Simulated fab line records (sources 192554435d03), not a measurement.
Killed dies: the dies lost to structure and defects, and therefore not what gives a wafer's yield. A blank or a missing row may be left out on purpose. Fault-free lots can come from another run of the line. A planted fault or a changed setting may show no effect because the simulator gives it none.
Matching of chambers | flow n5Finfet | N5_SDB_CMP_30 on cmp-04: 4 sister chambers
The step polishes, stops on poly-Si, t overpolish 1.54 s, target thk 30 nm. 8 wafers are shown with their chamber, then 10 later ones without.

## WAFERS WITH THEIR CHAMBER
wafer  | chamber | motorCurrentA (A) | overpolishRunS (s)
L084.2 | 3       | 13.6              | 1.537
L085.3 | 3       | 14.0              | 1.544
L085.5 | 1       | 13.7              | 1.526
L085.6 | 0       | 11.7              | 1.546
L087.2 | 1       | 13.2              | 1.537
L087.5 | 2       | 13.0              | 1.544
L089.1 | 0       | 12.2              | 1.552
L089.2 | 2       | 13.2              | 1.541

## WAFERS WITH NO CHAMBER GIVEN
wafer  | motorCurrentA (A) | overpolishRunS (s)
L089.6 | 13.6              | 1.546
L092.2 | 13.0              | 1.540
L092.3 | 11.6              | 1.555
L092.6 | 11.7              | 1.530
L093.2 | 11.3              | 1.529
L093.5 | 11.8              | 1.537
L093.6 | 13.9              | 1.536
L097.2 | 11.8              | 1.518
L097.4 | 13.4              | 1.550
L097.5 | 12.7              | 1.551

## EACH ONE'S CHAMBER
wafer  | from the rows above          | in truth
L089.6 | can't be placed: 3 or 2 or 1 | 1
L092.2 | can't be placed: 2 or 1      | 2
L092.3 | 0                            | 0
L092.6 | can't be placed: 0 or 2      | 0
L093.2 | 0                            | 0
L093.5 | 0                            | 0
L093.6 | can't be placed: 3 or 1      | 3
L097.2 | can't be placed: 0 or 1 or 2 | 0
L097.4 | can't be placed: 2 or 3 or 1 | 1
L097.5 | can't be placed: 2 or 0      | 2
Correct placement for 3 of the 10. From these rows, 7 cannot be placed; in 7 the true chamber is one of the candidates. Number placed wrongly: 0.
How it was worked out, from the rows above alone: a wafer's distance from a chamber is the root of the sum, over the readings, of the square of ((its reading less the chamber's mean) divided by the reading's scatter). If the next closest chamber is less than 2 further off than the closest, the wafer can't be placed; otherwise it belongs to the closest. The mean given for a chamber averages the wafers shown for that chamber. The scatter: take each reading less its chamber's mean, square it, sum over the shown wafers, divide by the number of wafers less the number of chambers, and take the root.
